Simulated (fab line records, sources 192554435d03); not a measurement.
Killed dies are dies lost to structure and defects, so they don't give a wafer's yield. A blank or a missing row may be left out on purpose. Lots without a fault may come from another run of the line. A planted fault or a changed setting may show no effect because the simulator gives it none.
Which tool did it? | flow n5_finfet | 9 lots, 24 wafers sampled, at 6 steps of a route of 1938

WHAT THE GAUGES READ, wafer by wafer
N5_BEOL_M3_CD_MEAS_11: target cd 17.05 nm. Usual: cd_nm 16.96 nm, standard deviation 0.26.
lot  | measured     | on        | cd_nm (nm)        | flag
L925 | day 7 02:25  | cd_sem-02 | 17.13 16.95 16.90 |
L928 | day 8 03:59  | cd_sem-03 | 16.50 16.93 17.03 |
L930 | day 9 08:17  | cd_sem-01 | 17.04             |
L938 | day 10 16:20 | cd_sem-02 | 16.94 17.55 17.44 |
L939 | day 10 20:06 | cd_sem-02 | 16.93 17.22 17.14 |
L941 | day 11 03:27 | cd_sem-01 | 16.52 16.87 17.02 |
L942 | day 11 20:46 | cd_sem-01 | 16.80 16.30 16.67 |
L944 | day 12 04:43 | cd_sem-03 | 16.64 16.70       |
L946 | day 13 01:08 | cd_sem-03 | 16.98 17.09 17.13 |

N5_BEOL_M3_INSPECT_30: inspects for defects (brightfield). Usual: raw_defect_count 420, standard deviation 93.
lot  | measured     | on                | raw_defect_count | flag
L925 | day 7 03:23  | defect_inspect-02 | 619 467 576      |
L928 | day 8 05:08  | defect_inspect-01 | 359 360 400      |
L930 | day 9 09:23  | defect_inspect-02 | 950              | OFF
L938 | day 10 17:32 | defect_inspect-02 | 451 430 441      |
L939 | day 10 21:07 | defect_inspect-02 | 425 373 404      |
L941 | day 11 04:25 | defect_inspect-01 | 524 408 541      |
L942 | day 11 21:51 | defect_inspect-02 | 342 326 282      |
L944 | day 12 05:47 | defect_inspect-01 | 412 342          |
L946 | day 13 02:22 | defect_inspect-02 | 544 496 544      |

N5_BEOL_M4_RC_MEAS_101. Usual: DIBL_N 36.2 mV/V, standard deviation 1.5; DIBL_P 36.4 mV/V, standard deviation 2.1; IOFF_N 0.16 nA/um, standard deviation 0.031; IOFF_P 0.21 nA/um, standard deviation 0.037; ION_N 679 uA/um, standard deviation 11; ION_P 465 uA/um, standard deviation 7.7; SS_N 71.4 mV/dec, standard deviation 0.55; SS_P 73.2 mV/dec, standard deviation 0.63; VT_N 249 mV, standard deviation 3.3; VT_P -250 mV, standard deviation 3.4.
lot  | measured     | on        | DIBL_N (mV/V)  | DIBL_P (mV/V)  | IOFF_N (nA/um) | IOFF_P (nA/um) | ION_N (uA/um) | ION_P (uA/um) | SS_N (mV/dec)  | SS_P (mV/dec)  | VT_N (mV)   | VT_P (mV)      | flag
L925 | day 7 23:35  | prober-02 | 35.3 39.2 34.3 | 34.8 39.8 33.7 | 0.16 0.24 0.13 | 0.19 0.28 0.18 | 679 696 673   | 465 470 456   | 71.8 72.5 71.5 | 73.6 74.4 72.1 | 246 243 251 | -251 -245 -254 |
L928 | day 9 02:04  | prober-01 | 36.2 36.6 36.1 | 35.0 36.3 35.0 | 0.17 0.18 0.16 | 0.23 0.25 0.24 | 682 670 667   | 467 465 464   | 72.2 71.1 71.3 | 73.1 73.9 74.1 | 249 248 251 | -249 -244 -244 |
L930 | day 10 08:24 | prober-01 | 35.3           | 34.7           | 0.15           | 0.22           | 689           | 473           | 71.2           | 73.2           | 249         | -248           |
L938 | day 11 14:49 | prober-01 | 37.4 35.4 37.1 | 36.0 35.0 36.2 | 0.17 0.14 0.16 | 0.22 0.20 0.22 | 666 672 683   | 461 463 470   | 72.2 71.1 72.7 | 73.8 73.4 73.7 | 253 254 253 | -248 -253 -249 |
L939 | day 11 18:20 | prober-02 | 33.9 36.5 36.3 | 34.1 37.3 37.6 | 0.14 0.19 0.19 | 0.18 0.24 0.24 | 675 692 685   | 463 475 469   | 71.0 72.0 71.5 | 72.3 73.5 73.3 | 250 244 245 | -252 -247 -247 |
L941 | day 12 01:15 | prober-02 | 33.9 35.7 37.2 | 33.6 35.9 38.4 | 0.13 0.16 0.19 | 0.18 0.21 0.25 | 674 689 684   | 464 471 471   | 71.1 71.3 72.0 | 72.4 73.2 73.6 | 251 247 246 | -250 -251 -247 |
L942 | day 12 18:06 | prober-01 | 38.9 36.7 36.8 | 39.7 36.8 36.7 | 0.17 0.14 0.15 | 0.22 0.18 0.19 | 672 672 663   | 453 453 451   | 71.4 71.7 70.7 | 73.8 72.7 72.7 | 251 252 248 | -253 -253 -253 |
L944 | day 12 21:07 | prober-01 | 35.5 35.4      | 35.1 33.6      | 0.15 0.14      | 0.22 0.20      | 683 669       | 473 465       | 71.0 71.5      | 74.0 72.4      | 248 253     | -249 -250      |
L946 | day 14 03:27 | prober-01 | 38.0 35.9 34.6 | 39.9 36.3 34.2 | 0.19 0.15 0.13 | 0.26 0.20 0.17 | 672 660 675   | 464 453 457   | 71.5 71.2 71.2 | 73.8 73.0 72.9 | 249 252 250 | -245 -250 -249 |

WHICH TOOL RAN EACH LOT (tool, then ch and the chambers of the sampled wafers, then the start)
lot  | N5_BEOL_M3_ETCH_63                 | N5_BEOL_M3_ETCH_64                 | N5_BEOL_M3_VIA_ETCH_34
L925 | rie_diel-04 ch 0,1,2, day 7 02:36  | rie_diel-04 ch 0,1,2, day 7 02:38  | rie_diel-06 ch 0,3, day 7 04:55
L928 | rie_diel-04 ch 1,2,3, day 8 04:13  | rie_diel-04 ch 1,2,3, day 8 04:15  | rie_diel-04 ch 0,1,2, day 8 14:28
L930 | rie_diel-04 ch 0, day 9 08:37      | rie_diel-04 ch 0, day 9 08:41      | rie_diel-04 ch 0, day 9 16:07
L938 | rie_diel-06 ch 0,2, day 10 16:31   | rie_diel-06 ch 0,2, day 10 16:32   | rie_diel-04 ch 2,3, day 10 19:57
L939 | rie_diel-05 ch 0,1,3, day 10 20:19 | rie_diel-05 ch 0,1,3, day 10 20:20 | rie_diel-04 ch 0,1,3, day 10 23:02
L941 | rie_diel-06 ch 0,1, day 11 03:37   | rie_diel-06 ch 0,1, day 11 03:39   | rie_diel-04 ch 0,3, day 11 08:19
L942 | rie_diel-05 ch 0,2,3, day 11 20:56 | rie_diel-05 ch 0,2,3, day 11 20:58 | rie_diel-06 ch 0,2, day 12 01:58
L944 | rie_diel-06 ch 1,2, day 12 04:53   | rie_diel-06 ch 1,2, day 12 04:55   | rie_diel-06 ch 3, day 12 08:08
L946 | rie_diel-05 ch 1,2,3, day 13 01:27 | rie_diel-05 ch 1,2,3, day 13 01:29 | rie_diel-06 ch 0,3, day 13 11:47
- N5_BEOL_M3_ETCH_63: etches SiARC in CF4, target depth 15.6 nm, time 26 s.
- N5_BEOL_M3_ETCH_64: etches SOC in N2/H2, target depth 75 nm, overetch 15 nm, time 112.5 s.
- N5_BEOL_M3_VIA_ETCH_34: etches the open film in C4F6/O2, target depth 69.4 nm, time 65.9 s.

WHAT THE TOOLS THEMSELVES READ (means of the sampled wafers that have a number; where no wafer has one, the mark that the record gives instead)
N5_BEOL_M3_ETCH_63. Usual: drypump_motor_current_A 5.7 A, standard deviation 0.4; etch_rf_on_time_s 26.0 s, standard deviation 0.47; mfc_ar_sccm 100.0 sccm, standard deviation 0.33; oes_product_au 0.67 a.u., standard deviation 0.068; rf_vpp_V 184.1 V, standard deviation 1.3; showerhead_plenum_p_Torr 2.16 Torr, standard deviation 0.089; throttle_valve_pct 15.71 %, standard deviation 0.26.
lot  | tool        | drypump_motor_current_A (A) | etch_rf_on_time_s (s) | mfc_ar_sccm (sccm) | oes_product_au (a.u.) | rf_vpp_V (V) | showerhead_plenum_p_Torr (Torr) | throttle_valve_pct (%) | flag
L925 | rie_diel-04 | 6.0                         | 26.0                  | 100.4              | 0.65                  | 184.0        | 2.14                            | 15.78                  |
L928 | rie_diel-04 | 5.8                         | 25.8                  | 100.2              | 0.61                  | 184.1        | 2.16                            | 15.86                  |
L930 | rie_diel-04 | 6.3                         | 26.0                  | 100.4              | 0.72                  | 185.0        | 2.17                            | 15.80                  |
L938 | rie_diel-06 | 5.9                         | 25.6                  | 100.1              | 0.75                  | 185.8        | 2.25                            | 15.62                  |
L939 | rie_diel-05 | 5.5                         | 26.4                  | 99.9               | 0.66                  | 183.9        | 2.05                            | 15.65                  |
L941 | rie_diel-06 | 5.3                         | 25.5                  | 100.0              | 0.75                  | 185.5        | 2.27                            | 15.32                  |
L942 | rie_diel-05 | 5.3                         | 26.5                  | 99.8               | 0.65                  | 182.7        | 2.09                            | 15.74                  |
L944 | rie_diel-06 | 5.4                         | 25.6                  | 100.2              | 0.73                  | 184.8        | 2.24                            | 15.25                  |
L946 | rie_diel-05 | 5.2                         | 26.6                  | 99.8               | 0.61                  | 183.6        | 2.08                            | 15.85                  |

N5_BEOL_M3_ETCH_64. Usual: drypump_motor_current_A 5.7 A, standard deviation 0.4; h2_flow_sccm 200.0 sccm, standard deviation 0.64; oes_product_au 0.62 a.u., standard deviation 0.061; rf_vpp_V 524.4 V, standard deviation 2.8; showerhead_plenum_p_Torr 2.56 Torr, standard deviation 0.1; throttle_valve_pct 17.89 %, standard deviation 0.26.
lot  | tool        | drypump_motor_current_A (A) | h2_flow_sccm (sccm) | oes_product_au (a.u.) | rf_vpp_V (V) | showerhead_plenum_p_Torr (Torr) | throttle_valve_pct (%) | flag
L925 | rie_diel-04 | 6.0                         | 200.1               | 0.61                  | 524.3        | 2.54                            | 17.91                  |
L928 | rie_diel-04 | 5.8                         | 199.6               | 0.57                  | 525.0        | 2.55                            | 17.96                  |
L930 | rie_diel-04 | 6.3                         | 199.6               | 0.66                  | 524.9        | 2.57                            | 17.96                  |
L938 | rie_diel-06 | 5.9                         | 200.3               | 0.68                  | 527.2        | 2.68                            | 17.89                  |
L939 | rie_diel-05 | 5.5                         | 200.3               | 0.62                  | 521.0        | 2.45                            | 17.93                  |
L941 | rie_diel-06 | 5.3                         | 199.9               | 0.69                  | 528.8        | 2.70                            | 17.52                  |
L942 | rie_diel-05 | 5.3                         | 200.3               | 0.61                  | 521.6        | 2.48                            | 17.97                  |
L944 | rie_diel-06 | 5.4                         | 199.9               | 0.68                  | 527.6        | 2.63                            | 17.40                  |
L946 | rie_diel-05 | 5.2                         | 198.9               | 0.58                  | 521.3        | 2.47                            | 18.10                  |

N5_BEOL_M3_VIA_ETCH_34. Usual: drypump_motor_current_A 5.7 A, standard deviation 0.4; mfc_ar_sccm 300.2 sccm, standard deviation 0.92; oes_product_au 0.80 a.u., standard deviation 0.077; rf_vpp_V 666 V, standard deviation 9.4; showerhead_plenum_p_Torr 2.89 Torr, standard deviation 0.12; throttle_valve_pct 30.80 %, standard deviation 0.27.
lot  | tool        | drypump_motor_current_A (A) | mfc_ar_sccm (sccm) | oes_product_au (a.u.) | rf_vpp_V (V) | showerhead_plenum_p_Torr (Torr) | throttle_valve_pct (%) | flag
L925 | rie_diel-06 | 5.7                         | 299.7              | 0.88                  | 669          | 3.02                            | 30.88                  |
L928 | rie_diel-04 | 6.0                         | 300.7              | 0.75                  | 665          | 2.84                            | 30.82                  |
L930 | rie_diel-04 | 6.3                         | 300.2              | 0.83                  | 652          | 2.89                            | 31.08                  |
L938 | rie_diel-04 | 5.8                         | 299.2              | 0.71                  | 663          | 2.85                            | 31.05                  |
L939 | rie_diel-04 | 6.0                         | 300.2              | 0.74                  | 662          | 2.91                            | 30.94                  |
L941 | rie_diel-04 | 6.1                         | 300.8              | 0.78                  | 654          | 2.90                            | 31.11                  |
L942 | rie_diel-06 | 5.9                         | 300.3              | 0.87                  | 670          | 2.99                            | 31.02                  |
L944 | rie_diel-06 | 5.6                         | 298.4              | 0.81                  | 668          | 2.99                            | 30.74                  |
L946 | rie_diel-06 | 5.8                         | 300.5              | 0.84                  | 668          | 3.01                            | 31.06                  |

THE ANSWER, worked out from the rows above alone
Rule: a lot is off if the mean of its wafers that have a number lies more than 3 standard deviations from the usual mean. A lot without any number at a reading at which 4 lots or more have one is off too. The other lots that the step has rows for count as sound. The gauges are gone through in route order, then the tools' own readings, and for those a lot's mean is taken as printed above. The first step at which some lot is off is used, and at that step the reading that is off furthest; a lot without a number counts as furthest.
Off: L930, at N5_BEOL_M3_INSPECT_30 (raw_defect_count).
A tool fits if, at a process step before that reading, it ran every lot that is off, and no sound lot after the first of them. The gauges at N5_BEOL_M3_INSPECT_30 are tried like those tools. One fits: rie_diel-04 at N5_BEOL_M3_ETCH_63 and N5_BEOL_M3_ETCH_64. At N5_BEOL_M3_ETCH_63 its last sound lot is L928 (day 8 04:13), its first lot that is off L930 (day 9 08:37): a fault that began between those two fits.

WHAT THE SIMULATOR HAD PUT IN
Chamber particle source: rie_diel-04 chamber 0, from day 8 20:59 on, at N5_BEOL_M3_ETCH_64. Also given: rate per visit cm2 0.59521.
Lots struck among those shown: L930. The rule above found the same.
